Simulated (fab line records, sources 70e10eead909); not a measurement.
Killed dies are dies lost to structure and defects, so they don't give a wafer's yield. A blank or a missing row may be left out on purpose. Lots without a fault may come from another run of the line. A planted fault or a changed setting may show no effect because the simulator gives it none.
fab line records | flow nand_harc
record lots=5 wafers=15 last_day=31
route steps=1302 shown A_M1@1197 A_BONDPAD@1202
lots that met no fault: from a run of the same line without faults
start_h: hours from the record's first day to the start of the lot's first wafer shown | wait_h: hours since the lot's step before | " the same as in the row above | L1.1+2: a row that stands for several wafers | - no value, or no start given | * or withheld: withheld | < > ~ a bound
route shown NAME@n: a module of which the file shows steps, and the number in the route of the first | usual: mean/standard deviation of fault-free wafers | same: alike in all rows | chamber/n: place in a boat | sites: the reading at each site | _std_site: their standard deviation | _edge_site: outer sites' mean less inner sites' | radius_mm: how far each site lies from the wafer's centre | mask NAME#n: copy n | behind: the tool/chamber that last shaped the wafer | hold: why the lot was held/for how many hours/how that ended | device: the transistor (n, p or np) that didn't switch | end of line: the same wafers' tests at the end of the route | a step without rows: its recipe alone | killed: dies lost to structure and defects at the first sort, not the wafer's yield | map: a wafer's dies, x killed, . not, _ none there
set.NAME: the setting as run; set.NAME@STEP: as run at that earlier step | model.NAME: the simulator's own value behind a step, which no gauge read
lots at some steps of the route; a table a step, a row a wafer
services: from which hour (start_h, from the record's first day; less than 0 if before it) a tool's chamber was out of use, for how many hours, and why
## steps
# step NHARC_A_M1_SRD_25
# columns lot.wafer tool chamber start_h wait_h
L074.6+4+1 wet_bench-08 4,7,0 527.65 0.0
L081.2+3+5 wet_bench-10 7,0,1 599.79 0.0
L082.3+6+4 wet_bench-10 3,5,6 617.23 0.0
L086.6+2+4 wet_bench-10 6,7,0 639.49 0.0
L090.5+2+4 wet_bench-10 3,5,0 699.01 0.0
# step NHARC_A_M1_INSPECT_27
# usual raw_defect_count=526/120
# columns lot.wafer tool chamber start_h wait_h raw_defect_count
L074.1 defect_inspect-01 - 527.76 0.0 751
L074.4 " - " " 591
L074.6 " - " " 896
L081.2 defect_inspect-01 - 599.91 0.0 400
L081.3 " - " " 423
L081.5 " - " " 501
L082.3 defect_inspect-02 - 617.34 0.0 490
L082.4 " - " " 479
L082.6 " - " " 642
L086.2 defect_inspect-01 - 639.60 0.0 449
L086.4 " - " " 438
L086.6 " - " " 426
L090.2 defect_inspect-01 - 699.12 0.0 508
L090.4 " - " " 523
L090.5 " - " " 573
# step NHARC_A_M1_PRE_CLEAN_32
# recipe time_s=12 temp_c=370 rf_power_w=300 gas=NH3
# usual heater_power_w=635/65
# columns lot.wafer tool chamber start_h wait_h heater_power_w
L074.1 pecvd-02 0 527.84 0.1 557
L074.6 " 2 " " 740
L074.4 " 0 " " 536
L081.2 pecvd-01 0 599.98 0.1 611
L081.3 " 2 " " 594
L081.5 " 2 " " 575
L082.3 pecvd-04 2 617.42 0.1 552
L082.4 " 1 " " 750
L082.6 " 2 " " 556
L086.2 pecvd-01 1 639.67 0.1 675
L086.6 " 1 " " 683
L086.4 " 0 " " 558
L090.2 pecvd-02 0 699.19 0.1 540
L090.4 " 0 " " 541
L090.5 " 2 " " 643
# step NHARC_A_M1_DEP_33
# recipe target_thk_a=300 temp_c=370 target_thk_nm=30 pressure_torr=3 flow_sccm=200 rf_w=450 material=SiCN
# usual heater_power_w=574/66
# columns lot.wafer tool chamber start_h wait_h heater_power_w
L074.1 pecvd-02 0 527.95 0.1 449
L074.6 " 2 " " 558
L074.4 " 0 " " 441
L081.2 pecvd-01 0 600.05 0.1 561
L081.3 " 2 " " 627
L081.5 " 2 " " 633
L082.3 pecvd-04 2 617.53 0.1 544
L082.4 " 1 " " 659
L082.6 " 2 " " 540
L086.2 pecvd-01 1 639.75 0.1 642
L086.6 " 1 " " 653
L086.4 " 0 " " 536
L090.2 pecvd-02 0 699.27 0.1 440
L090.4 " 0 " " 440
L090.5 " 2 " " 676
# step NHARC_A_BONDPAD_DEP_00
# recipe target_thk_a=2500 temp_c=370 target_thk_nm=250 pressure_torr=3 flow_sccm=200 rf_w=450 material=SiCN
# usual heater_power_w=574/68
# columns lot.wafer tool chamber start_h wait_h heater_power_w
L074.1 pecvd-03 1 528.46 - 533
L074.6 " 2 " " 553
L074.4 " 0 " " 693
L081.2 pecvd-04 1 600.67 - 697
L081.3 " 0 " " 546
L081.5 " 2 " " 584
L082.3 pecvd-02 1 618.08 - 514
L082.4 " 0 " " 519
L082.6 " 1 " " 533
L086.2 pecvd-02 1 640.30 - 542
L086.4 " 1 " " 550
L086.6 " 2 " " 636
L090.2 pecvd-03 0 699.82 - 600
L090.5 " 0 " " 631
L090.4 " 1 " " 528
# step NHARC_A_BONDPAD_CMP_29
# recipe target_thk_nm=200 material=SiCN
# usual motor_current_A=11.8/1.3
# columns lot.wafer tool chamber start_h wait_h motor_current_A
L074.1 cmp-01 1 528.87 - 10.8
L074.4 " 0 " " 14.5
L074.6 " 1 " " 10.7
L081.3 cmp-02 0 601.10 - 13.0
L081.2 " 2 " " 11.6
L081.5 " 0 " " 13.7
L082.4 cmp-01 2 618.50 - 12.7
L082.3 " 3 " " 13.1
L082.6 " 1 " " 10.8
L086.2 cmp-03 1 640.73 - 12.0
L086.4 " 2 " " 10.3
L086.6 " 0 " " 11.3
L090.4 cmp-01 3 700.23 - 13.1
L090.2 " 2 " " 12.2
L090.5 " 0 " " 14.1
# step NHARC_A_BONDPAD_THK_MEAS_30
# recipe thk_meas_gauge=ellipsometry
# usual thk_nm=200.2/1.5
# columns lot.wafer tool chamber start_h wait_h thk_nm
L074.1 film_metro-01 - 529.12 0.2 200.1
L074.4 " - " " 200.1
L074.6 " - " " 200.5
L081.2 film_metro-02 - 601.32 0.1 197.6
L081.3 " - " " 199.7
L081.5 " - " " 201.5
L082.3 film_metro-01 - 618.70 0.2 201.4
L082.4 " - " " 198.6
L082.6 " - " " 198.9
L086.2 film_metro-02 - 640.95 0.2 200.0
L086.4 " - " " 201.0
L086.6 " - " " 202.9
L090.2 film_metro-02 - 700.48 0.2 200.2
L090.4 " - " " 198.7
L090.5 " - " " 199.3
# step NHARC_A_BONDPAD_SRD_31
# columns lot.wafer tool chamber start_h wait_h
L074.1+4+6 wet_bench-08 7,0,4 529.16 0.0
L081.3+2+5 wet_bench-08 7,1,2 601.38 0.1
L082.4+3+6 wet_bench-08 1,4,5 618.74 0.0
L086.4+2+6 wet_bench-10 3,6,7 641.00 0.0
L090.4+2+5 wet_bench-08 4,5,7 700.53 0.0
# step NHARC_A_BONDPAD_DEHYDRATE_01
# recipe temp_c=150 time_s=120
# columns lot.wafer tool chamber start_h wait_h
L074.1+4+6 litho_track-05 0 529.24 0.1
L081.2+3+5 litho_track-05 0 601.47 0.1
L082.3+4+6 litho_track-05 0 618.82 0.1
L086.2+4+6 litho_track-03 0 641.08 0.1
L090.2+4+5 litho_track-07 0 700.61 0.1
# step NHARC_A_BONDPAD_HMDS_02
# recipe time_s=30
# columns lot.wafer tool chamber start_h wait_h
L074.1+4+6 litho_track-05 0 - -
L081.2+3+5 litho_track-05 0 - -
L082.3+4+6 litho_track-05 0 - -
L086.2+4+6 litho_track-03 0 - -
L090.2+4+5 litho_track-07 0 - -
# step NHARC_A_BONDPAD_COAT_33
# recipe temp_c=200 time_s=65
# columns lot.wafer tool chamber start_h wait_h
L074.1+4+6 litho_track-05 0 - -
L081.2+3+5 litho_track-05 0 - -
L082.3+4+6 litho_track-05 0 - -
L086.2+4+6 litho_track-03 0 - -
L090.2+4+5 litho_track-07 0 - -
# step NHARC_A_BONDPAD_COAT_03
# recipe spin_rpm=2000 resist_thk_nm=600
# columns lot.wafer tool chamber start_h wait_h
L074.1+4+6 litho_track-05 0 - -
L081.2+3+5 litho_track-05 0 - -
L082.3+4+6 litho_track-05 0 - -
L086.2+4+6 litho_track-03 0 - -
L090.2+4+5 litho_track-07 0 - -
# step NHARC_A_BONDPAD_SOFTBAKE_04
# recipe temp_c=125 time_s=70
# columns lot.wafer tool chamber start_h wait_h
L074.1+4+6 litho_track-05 0 - -
L081.2+3+5 litho_track-05 0 - -
L082.3+4+6 litho_track-05 0 - -
L086.2+4+6 litho_track-03 0 - -
L090.2+4+5 litho_track-07 0 - -
# step NHARC_A_BONDPAD_EBR_05
# columns lot.wafer tool chamber start_h wait_h
L074.1+4+6 litho_track-05 0 - -
L081.2+3+5 litho_track-05 0 - -
L082.3+4+6 litho_track-05 0 - -
L086.2+4+6 litho_track-03 0 - -
L090.2+4+5 litho_track-07 0 - -
# step NHARC_A_BONDPAD_EXPOSE_06
# recipe na=0.55 dose_mj=36.99 mask_id=A_BPAD
# usual focus_offset_nm=0.0/0.57
# columns lot.wafer tool chamber start_h wait_h mask focus_offset_nm
L074.1 krf_scanner-03 0 529.53 - A_BPAD#0 -0.1
L074.4 " 0 " " A_BPAD#0 0.0
L074.6 " 0 " " A_BPAD#0 -0.4
L081.2 krf_scanner-04 0 601.77 - A_BPAD#0 1.2
L081.3 " 0 " " A_BPAD#0 -0.1
L081.5 " 0 " " A_BPAD#0 -0.6
L082.3 krf_scanner-03 0 619.12 - A_BPAD#0 -0.7
L082.4 " 0 " " A_BPAD#0 0.0
L082.6 " 0 " " A_BPAD#0 -0.3
L086.2 krf_scanner-04 0 641.37 - A_BPAD#0 -1.3
L086.4 " 0 " " A_BPAD#0 -1.3
L086.6 " 0 " " A_BPAD#0 0.1
L090.2 krf_scanner-02 0 700.78 - A_BPAD#0 1.1
L090.4 " 0 " " A_BPAD#0 0.3
L090.5 " 0 " " A_BPAD#0 0.7
# step NHARC_A_BONDPAD_PEB_07
# recipe peb_temp_c=128 peb_time_s=80
# columns lot.wafer tool chamber start_h wait_h
L074.1+4+6 litho_track-05 0 529.60 0.1
L081.2+3+5 litho_track-05 0 601.83 0.1
L082.3+4+6 litho_track-03 0 619.18 0.1
L086.2+4+6 litho_track-03 0 641.43 0.1
L090.2+4+5 litho_track-07 0 700.84 0.1
# step NHARC_A_BONDPAD_DEVELOP_08
# recipe time_s=50 dev_temp_c=22
# columns lot.wafer tool chamber start_h wait_h
L074.1+4+6 litho_track-05 0 - -
L081.2+3+5 litho_track-05 0 - -
L082.3+4+6 litho_track-03 0 - -
L086.2+4+6 litho_track-03 0 - -
L090.2+4+5 litho_track-07 0 - -
# step NHARC_A_BONDPAD_CD_MEAS_09
# recipe target_cd_nm=500 landing_energy_ev=500
# usual cd_nm=499.7/1.4
# columns lot.wafer tool chamber start_h wait_h cd_nm
L074.1 cd_sem-03 0 529.68 - 500.7
L074.4 " 0 " " 502.0
L074.6 " 0 " " 501.1
L081.2 cd_sem-01 0 601.91 - 499.4
L081.3 " 0 " " 503.1
L081.5 " 0 " " 500.5
L082.3 cd_sem-02 0 619.27 - 499.9
L082.4 " 0 " " 497.4
L082.6 " 0 " " 498.6
L086.2 cd_sem-01 0 641.52 - 497.5
L086.4 " 0 " " 500.2
L086.6 " 0 " " 499.0
L090.2 cd_sem-02 0 700.92 - 501.1
L090.4 " 0 " " 498.6
L090.5 " 0 " " 498.7
# step NHARC_A_BONDPAD_OVL_MEAS_35
# usual overlay_x_nm=0/5.9 overlay_y_nm=0/4.9
# columns lot.wafer tool chamber start_h wait_h overlay_x_nm overlay_y_nm
L074.1 overlay-02 - 529.77 - 7 3
L074.4 " - " " 7 2
L074.6 " - " " 7 2
L081.2 overlay-01 - 602.00 - 0 -10
L081.3 " - " " 1 -9
L081.5 " - " " 1 -10
L082.3 overlay-02 - 619.35 - -4 -1
L082.4 " - " " -5 -2
L082.6 " - " " -5 -2
L086.2 overlay-02 - 641.61 - -9 2
L086.4 " - " " -9 2
L086.6 " - " " -9 3
L090.2 overlay-02 - 701.01 - 0 3
L090.4 " - " " 0 3
L090.5 " - " " 0 3
# step NHARC_A_BONDPAD_HARDBAKE_10
# recipe temp_c=118 time_s=65
# columns lot.wafer tool chamber start_h wait_h
L074.1+4+6 litho_track-05 0 529.82 0.0
L081.2+3+5 litho_track-05 0 602.05 0.0
L082.3+4+6 litho_track-05 0 619.40 0.0
L086.2+4+6 litho_track-05 0 641.66 0.0
L090.2+4+5 litho_track-03 0 701.06 0.0
# step NHARC_A_BONDPAD_DESCUM_11
# recipe time_s=3 o2_flow_sccm=200 ar_flow_sccm=0 bias_power_w=0 chemistry=O2
# usual drypump_motor_current_A=5.9/0.37 o2_flow_sccm=199.9/0.6 oes_product_au=1.000/0.0075 rf_vpp_V=58.1/0.92 showerhead_plenum_p_Torr=1.95/0.086 throttle_valve_pct=11.312/0.0086
# columns lot.wafer tool chamber start_h wait_h drypump_motor_current_A o2_flow_sccm oes_product_au rf_hours_counter_h rf_vpp_V showerhead_plenum_p_Torr throttle_valve_pct
L074.1 rie_diel-03 0 529.90 - 5.3 200.5 0.983 7 58.2 1.93 11.318
L074.4 " 1 " " 6.1 198.6 1.003 8 59.9 1.99 11.322
L074.6 " 3 " " 6.5 200.5 0.987 - 56.6 1.98 11.315
L081.3 rie_diel-12 3 602.12 - 5.4 200.4 1.003 4 57.9 2.05 11.302
L081.2 " 2 " " 6.3 198.9 0.994 3 58.9 1.88 11.308
L081.5 " 3 " " 5.4 200.6 1.003 - 57.2 2.05 11.317
L082.4 rie_diel-12 2 619.47 - 6.3 199.7 0.996 3 58.7 1.88 11.292
L082.3 " 3 " " 5.4 199.7 0.995 4 59.3 2.05 11.311
L082.6 " 2 " " 6.3 199.9 0.990 - 56.5 1.88 11.309
L086.2 rie_diel-12 3 641.75 - 5.4 199.6 0.999 0 58.7 2.05 11.312
L086.4 " 0 " " 6.1 200.2 0.985 0 59.0 2.02 11.322
L086.6 " 2 " " 6.3 200.3 1.003 - 58.8 1.88 11.313
L090.4 rie_diel-12 3 701.14 - 5.4 200.3 0.999 2 58.9 2.05 11.322
L090.2 " 1 " " 5.7 199.3 0.990 2 57.9 1.85 11.299
L090.5 " 2 " " 6.3 199.9 0.995 - 57.6 1.88 11.291
# step NHARC_A_BONDPAD_ETCH_34
# recipe target_depth_a=600 overetch_a=180 time_s=65.91 ion_energy_ev=200 n2_flow_sccm=150 h2_flow_sccm=150 ar_flow_sccm=0 rf_w=400 bias_w=150 chemistry=N2/H2
# usual drypump_motor_current_A=5.9/0.36 oes_product_au=0.998/0.0069 rf_vpp_V=431.7/2.6 showerhead_plenum_p_Torr=2.08/0.093 throttle_valve_pct=14.171/0.01
# columns lot.wafer tool chamber start_h wait_h drypump_motor_current_A oes_product_au rf_hours_counter_h rf_vpp_V showerhead_plenum_p_Torr throttle_valve_pct
L074.1 rie_diel-03 0 529.99 0.1 5.3 0.996 7 432.4 2.06 14.165
L074.4 " 1 " " 6.1 1.010 8 432.3 2.13 14.163
L074.6 " 2 " " 5.9 1.003 - 428.7 1.98 14.159
L081.2 rie_diel-12 0 602.21 0.1 6.1 0.998 4 434.0 2.16 14.171
L081.3 " 3 " " 5.4 1.005 4 434.9 2.19 14.161
L081.5 " 0 " " 6.1 0.987 - 434.2 2.16 14.157
L082.3 rie_diel-12 1 619.57 0.1 5.8 0.996 4 429.4 1.97 14.165
L082.4 " 2 " " 6.3 1.005 3 428.8 2.00 14.168
L082.6 " 0 " " 6.1 0.980 - 434.5 2.16 14.182
L086.4 rie_diel-12 3 641.82 0.1 5.4 1.003 0 434.6 2.19 14.175
L086.2 " 0 " " 6.1 0.995 0 434.1 2.16 14.175
L086.6 " 2 " " 6.3 0.986 - 429.0 2.00 14.167
L090.2 rie_diel-12 3 701.22 0.1 5.4 1.007 2 435.3 2.19 14.166
L090.4 " 1 " " 5.7 0.993 2 429.1 1.97 14.153
L090.5 " 3 " " 5.4 0.997 - 435.1 2.19 14.175
# step NHARC_A_BONDPAD_ETCH_12
# recipe target_depth_a=2200 time_s=110 chf3_flow_sccm=50 o2_flow_sccm=10 ar_flow_sccm=200 rf_w=500 bias_w=200 chemistry=CHF3/O2
# usual chf3_flow_sccm=49.99/0.14 drypump_motor_current_A=5.9/0.34 o2_flow_sccm=9.995/0.028 oes_product_au=0.942/0.022 rf_vpp_V=371.4/2.4 showerhead_plenum_p_Torr=2.44/0.1 throttle_valve_pct=20.572/0.0099
# columns lot.wafer tool chamber start_h wait_h chf3_flow_sccm drypump_motor_current_A o2_flow_sccm oes_product_au rf_hours_counter_h rf_vpp_V showerhead_plenum_p_Torr throttle_valve_pct
L074.4 rie_diel-03 2 - - 50.06 5.9 9.999 0.940 9 369.4 2.34 20.569
L074.1 " 0 " " 50.26 5.3 10.010 0.918 7 372.0 2.42 20.576
L074.6 " 3 " " 49.82 6.5 9.972 0.923 - 371.7 2.48 20.567
L081.3 rie_diel-12 0 - - 50.12 6.1 10.014 0.917 4 373.5 2.53 20.568
L081.2 " 2 " " 50.00 6.3 9.981 0.915 3 368.3 2.36 20.572
L081.5 " 0 " " 50.06 6.1 10.017 0.924 - 373.3 2.53 20.579
L082.4 rie_diel-12 1 - - 49.82 5.8 10.061 0.926 4 368.2 2.33 20.549
L082.3 " 3 " " 49.96 5.4 9.941 0.924 4 373.0 2.57 20.579
L082.6 " 0 " " 49.93 6.1 10.001 0.925 - 374.3 2.53 20.552
L086.2 rie_diel-12 2 - - 50.06 6.3 10.024 0.962 0 369.1 2.36 20.567
L086.4 " 3 " " 50.21 5.4 10.045 0.991 0 375.4 2.57 20.588
L086.6 " 2 " " 50.06 6.3 9.990 0.952 - 369.3 2.36 20.553
L090.2 rie_diel-12 0 - - 50.08 6.1 9.977 0.917 2 374.1 2.53 20.562
L090.4 " 1 " " 50.12 5.7 9.960 0.920 2 368.4 2.33 20.551
L090.5 " 0 " " 50.01 6.1 10.024 0.918 - 374.1 2.53 20.575
# step NHARC_A_BONDPAD_CD_MEAS_13
# usual cd_nm=499.1/1.5
# columns lot.wafer tool chamber start_h wait_h cd_nm
L074.1 cd_sem-01 - 530.21 - 500.0
L074.4 " - " " 501.5
L074.6 " - " " 500.5
L081.2 cd_sem-02 - 602.44 - 498.7
L081.3 " - " " 502.4
L081.5 " - " " 499.5
L082.3 cd_sem-02 - 619.79 - 499.1
L082.4 " - " " 496.7
L082.6 " - " " 497.1
L086.2 cd_sem-01 - 642.05 - 497.1
L086.4 " - " " 499.6
L086.6 " - " " 498.6
L090.2 cd_sem-03 - 701.45 - 500.5
L090.4 " - " " 497.9
L090.5 " - " " 497.9
# step NHARC_A_BONDPAD_STRIP_15
# recipe o2_flow_sccm=500 ar_flow_sccm=0 bias_w=0 chemistry=O2
# usual drypump_motor_current_A=5.9/0.35 o2_flow_sccm=500.0/1.2 oes_product_au=1.000/0.0073 rf_vpp_V=58.0/0.86 showerhead_plenum_p_Torr=3.58/0.15 throttle_valve_pct=17.036/0.0089
# columns lot.wafer tool chamber start_h wait_h drypump_motor_current_A o2_flow_sccm oes_product_au rf_hours_counter_h rf_vpp_V showerhead_plenum_p_Torr throttle_valve_pct
L074.1 rie_diel-12 2 530.32 0.1 6.3 500.5 0.993 1 57.9 3.47 17.060
L074.4 " 3 " " 5.4 500.7 1.001 1 59.6 3.77 17.024
L074.6 " 1 " " 5.8 499.8 1.008 - 57.9 3.43 17.042
L081.3 rie_diel-11 0 602.51 0.1 5.4 500.0 0.997 63 56.4 3.27 17.051
L081.2 " 3 " " 5.7 498.4 1.001 54 56.9 3.62 17.041
L081.5 " 2 " " 5.8 498.7 0.999 - 57.8 3.78 17.031
L082.4 rie_diel-12 2 619.88 0.1 6.3 499.1 1.005 3 57.8 3.47 17.016
L082.3 " 3 " " 5.4 496.9 1.003 4 58.7 3.76 17.031
L082.6 " 2 " " 6.3 500.5 1.004 - 56.7 3.47 17.041
L086.4 rie_diel-12 1 642.12 0.1 5.7 500.9 1.007 0 57.7 3.43 17.031
L086.2 " 2 " " 6.3 501.2 1.004 0 57.7 3.47 17.044
L086.6 " 2 " " 6.3 501.3 0.999 - 58.7 3.47 17.028
L090.2 rie_diel-12 3 701.52 0.1 5.5 501.3 1.000 2 59.2 3.76 17.047
L090.4 " 0 " " 6.1 500.5 0.992 2 57.6 3.71 17.036
L090.5 " 3 " " 5.4 502.0 0.997 - 57.4 3.76 17.029
# step NHARC_A_BONDPAD_ETCH_24
# recipe target_depth_a=300 over_etch_frac=0.3 time_s=72.99 ion_energy_ev=150 cf4_flow_sccm=50 n2_flow_sccm=100 ar_flow_sccm=150 rf_w=300 bias_w=100 chemistry=CF4/N2
# usual drypump_motor_current_A=5.9/0.35 oes_product_au=1.000/0.007 rf_vpp_V=314.8/2 showerhead_plenum_p_Torr=2.67/0.11 throttle_valve_pct=19.795/0.0091
# same over_etch_frac=0.3
# columns lot.wafer tool chamber start_h wait_h drypump_motor_current_A oes_product_au rf_hours_counter_h rf_vpp_V showerhead_plenum_p_Torr throttle_valve_pct
L074.4 rie_diel-12 3 - - 5.4 1.003 1 316.9 2.80 19.802
L074.1 " 0 " " 6.1 0.999 1 316.7 2.77 19.785
L074.6 " 0 " " 6.0 0.996 - 318.0 2.77 19.804
L081.3 rie_diel-11 3 602.75 0.2 5.7 1.005 54 315.5 2.70 19.803
L081.2 " 0 " " 5.3 1.006 63 311.1 2.43 19.786
L081.5 " 2 " " 5.8 1.014 - 315.9 2.82 19.792
L082.3 rie_diel-12 2 - - 6.3 1.008 3 313.4 2.58 19.778
L082.4 " 3 " " 5.4 1.003 4 317.8 2.80 19.798
L082.6 " 2 " " 6.3 0.997 - 313.7 2.58 19.811
L086.4 rie_diel-12 1 - - 5.8 0.995 0 313.3 2.55 19.777
L086.2 " 3 " " 5.4 0.997 0 316.8 2.80 19.811
L086.6 " 1 " " 5.7 1.002 - 312.6 2.55 19.809
L090.4 rie_diel-12 2 - - 6.3 0.999 2 314.9 2.58 19.791
L090.2 " 3 " " 5.4 1.001 2 317.1 2.80 19.786
L090.5 " 1 " " 5.7 1.002 - 312.7 2.55 19.789
# step NHARC_A_BONDPAD_STRIP_16
# recipe time_s=600 temp_c=30 chemistry=post_etch_residue_remover
# columns lot.wafer tool chamber start_h wait_h
L074.6+1+4 wet_bench-08 1,3,5 530.57 -
L081.2+5+3 wet_bench-10 5,0,1 602.89 -
L082.6+3+4 wet_bench-08 3,4,6 620.16 -
L086.2+4+6 wet_bench-10 6,7,3 642.40 -
L090.5+2+4 wet_bench-08 5,6,7 701.81 -
# step NHARC_A_BONDPAD_DEGAS_25
# recipe temp_c=300 time_s=60
# usual heater_power_w=447/39
# columns lot.wafer tool chamber start_h wait_h heater_power_w
L074.4 pvd_sputter-02 - 530.83 - 381
L074.1 " - " " 449
L074.6 " - " " 439
L081.2 pvd_sputter-03 - 603.17 - 458
L081.3 " - " " 427
L081.5 " - " " 388
L082.4 pvd_sputter-03 - 620.42 - 466
L082.3 " - " " 441
L082.6 " - " " 397
L086.2 pvd_sputter-01 - 642.67 - 535
L086.4 " - " " 458
L086.6 " - " " 551
L090.4 pvd_sputter-01 - 702.07 - 455
L090.2 " - " " 444
L090.5 " - " " 527
# step NHARC_A_BONDPAD_PRE_CLEAN_26
# recipe time_s=30 temp_c=280 gas=H2/He
# usual heater_power_w=391/34
# columns lot.wafer tool chamber start_h wait_h heater_power_w
L074.4 pvd_sputter-02 - - - 403
L074.1 " - " " 379
L074.6 " - " " 333
L081.3 pvd_sputter-03 - - - 415
L081.2 " - " " 385
L081.5 " - " " 404
L082.3 pvd_sputter-03 - - - 381
L082.4 " - " " 395
L082.6 " - " " 402
L086.2 pvd_sputter-01 - - - 411
L086.4 " - " " 462
L086.6 " - " " 410
L090.2 pvd_sputter-01 - - - 396
L090.4 " - " " 465
L090.5 " - " " 381
# step NHARC_A_BONDPAD_PVD_17
# recipe target_thk_a=50 bias_v=168.6 power_w=15000 chamber_pressure_pa=0.12 time_s=8.06 substrate_temp_c=50 material=TaN
# usual throttle_valve_pct=29.9/0.92
# columns lot.wafer tool chamber start_h wait_h throttle_valve_pct
L074.4 pvd_sputter-02 - - - 31.2
L074.1 " - " " 29.7
L074.6 " - " " 30.6
L081.2 pvd_sputter-03 - - - 29.0
L081.3 " - " " 28.6
L081.5 " - " " 30.4
L082.4 pvd_sputter-03 - - - 30.2
L082.3 " - " " 29.2
L082.6 " - " " 30.3
L086.4 pvd_sputter-01 - - - 30.7
L086.2 " - " " 30.3
L086.6 " - " " 30.8
L090.4 pvd_sputter-01 - - - 31.0
L090.2 " - " " 31.0
L090.5 " - " " 30.4
# step NHARC_A_BONDPAD_PVD_27
# recipe target_thk_a=300 chamber_pressure_pa=5 power_w=5000 substrate_temp_c=30 time_s=20.49 material=Cu
# usual throttle_valve_pct=29.9/0.92
# columns lot.wafer tool chamber start_h wait_h throttle_valve_pct
L074.1 pvd_sputter-02 - - - 31.3
L074.4 " - " " 28.7
L074.6 " - " " 31.4
L081.2 pvd_sputter-03 - - - 29.1
L081.3 " - " " 30.1
L081.5 " - " " 29.0
L082.3 pvd_sputter-03 - - - 28.6
L082.4 " - " " 28.9
L082.6 " - " " 30.0
L086.2 pvd_sputter-01 - - - 31.1
L086.4 " - " " 30.8
L086.6 " - " " 30.9
L090.2 pvd_sputter-01 - - - 30.2
L090.4 " - " " 30.9
L090.5 " - " " 31.2
# step NHARC_A_BONDPAD_ECD_18
# recipe target_thk_a=4000 bath_temp_c=25 material=Cu
# columns lot.wafer tool chamber start_h wait_h
L074.1+4+6 ecd_cu-01 1,1,0 531.25 -
L081.2+3+5 ecd_cu-01 0,1,0 603.62 -
L082.4+3+6 ecd_cu-01 0,1,0 620.87 -
L086.2+4+6 ecd_cu-02 0,1,0 643.08 -
L090.2+4+5 ecd_cu-01 0,1,0 702.48 -
# step NHARC_A_BONDPAD_ANNEAL_28
# recipe temp_c=225 time_s=90
# usual wafer_temp_C_max=225.74/0.22
# columns lot.wafer tool chamber start_h wait_h wafer_temp_C_max
L074.1 rtp_anneal-02 0 531.64 0.3 225.86
L074.4 " 0 " " 225.56
L074.6 " 0 " " 225.65
L081.2 rtp_anneal-02 0 604.01 0.3 225.65
L081.3 " 0 " " 225.55
L081.5 " 0 " " 225.46
L082.3 rtp_anneal-01 0 621.25 0.3 225.73
L082.4 " 0 " " 225.77
L082.6 " 0 " " 225.38
L086.2 rtp_anneal-02 0 643.45 - 225.90
L086.4 " 0 " " 225.78
L086.6 " 0 " " 226.10
L090.2 rtp_anneal-02 0 702.86 0.3 225.79
L090.4 " 0 " " 225.66
L090.5 " 0 " " 225.76
# step NHARC_A_BONDPAD_CMP_19
# recipe t_overpolish_s=30 cu_recess_touch_s=16 target_thk_nm=169.82
# usual motor_current_A=11.9/1.6 overpolish_run_s=30.001/0.0094
# columns lot.wafer tool chamber start_h wait_h motor_current_A overpolish_run_s
L074.1 cmp-01 0 532.01 - 14.3 30.004
L074.4 " 1 " " 11.4 30.008
L074.6 " 0 " " 14.4 29.988
L081.2 cmp-02 0 604.36 - 13.1 29.994
L081.3 " 1 " " 9.5 29.990
L081.5 " 3 " " 9.8 30.016
L082.3 cmp-01 3 621.49 - 12.8 29.994
L082.4 " 1 " " 11.0 29.989
L082.6 " 3 " " 12.5 29.997
L086.2 cmp-02 3 643.77 - 9.8 30.001
L086.4 " 0 " " 13.2 29.993
L086.6 " 3 " " 10.1 30.008
L090.2 cmp-03 3 703.15 - 11.9 30.002
L090.4 " 2 " " 9.7 30.014
L090.5 " 3 " " 12.2 30.001
# step NHARC_A_BONDPAD_THK_MEAS_20
# recipe thk_meas_gauge=xrf
# usual thk_nm=169.6/1.6
# columns lot.wafer tool chamber start_h wait_h thk_nm
L074.1 film_metro-01 - 532.30 - 166.7
L074.4 " - " " 171.7
L074.6 " - " " 171.0
L081.2 film_metro-02 - 604.63 - 171.5
L081.3 " - " " 170.9
L081.5 " - " " 172.5
L082.3 film_metro-01 - 621.82 - 169.8
L082.4 " - " " 167.2
L082.6 " - " " 169.3
L086.2 film_metro-02 - 644.10 - 169.9
L086.4 " - " " 169.3
L086.6 " - " " 171.4
L090.2 film_metro-02 - 703.48 - 169.3
L090.4 " - " " 168.9
L090.5 " - " " 168.4
# step NHARC_A_BONDPAD_SRD_21
# recipe time_s=30 temp_c=23 dry_time_s=20 spin_rpm=1500
# same dry_time_s=20
# columns lot.wafer tool chamber start_h wait_h
L074.1+4+6 wet_bench-10 1,2,3 532.35 0.0
L081.2+3+5 wet_bench-10 2,4,5 604.68 0.0
L082.3+4+6 wet_bench-08 6,7,3 621.86 0.0
L086.4+6+2 wet_bench-08 4,5,7 644.14 0.0
L090.4+2+5 wet_bench-08 4,5,6 703.52 0.0
# step NHARC_A_BONDPAD_INSPECT_23
# usual raw_defect_count=572/120
# columns lot.wafer tool chamber start_h wait_h raw_defect_count
L074.1 defect_inspect-01 - 532.51 0.0 359
L074.4 " - " " 302
L074.6 " - " " 498
L081.2 defect_inspect-01 - 604.86 0.0 517
L081.3 " - " " 642
L081.5 " - " " 657
L082.3 defect_inspect-01 - 622.02 0.0 706
L082.4 " - " " 452
L082.6 " - " " 464
L086.2 defect_inspect-02 - 644.30 0.0 523
L086.4 " - " " 578
L086.6 " - " " 629
L090.2 defect_inspect-02 - 703.70 0.0 354
L090.4 " - " " 412
L090.5 " - " " 364
## services
# columns tool chamber start_h hours kind
cmp-01 - 505.82 0.4 repair
pvd_sputter-03 - 519.51 6.2 repair
pvd_sputter-03 - 527.19 10.0 pm
rie_diel-12 1 538.50 3.1 repair
cmp-01 - 539.27 0.8 repair
pvd_sputter-01 - 544.48 23.1 repair
rie_diel-12 2 547.00 10.7 repair
pecvd-02 0 555.87 21.5 repair
rie_diel-12 1 575.73 5.0 repair
cmp-01 - 577.60 4.0 pm
wet_bench-10 - 586.94 1.6 repair
pecvd-02 - 589.04 13.0 pm
litho_track-07 - 601.00 7.0 pm
pvd_sputter-01 - 612.23 2.2 repair
pvd_sputter-03 - 621.66 4.8 repair
rie_diel-12 - 622.40 9.0 pm
litho_track-03 - 625.00 7.0 pm
pvd_sputter-03 - 640.45 0.6 repair
wet_bench-08 - 646.40 8.0 pm
litho_track-05 - 649.00 7.0 pm
pvd_sputter-03 - 660.06 1.9 repair
pecvd-02 0 661.47 5.9 repair
wet_bench-10 - 663.20 8.0 pm
pecvd-02 1 673.41 16.3 repair
## key
fault none
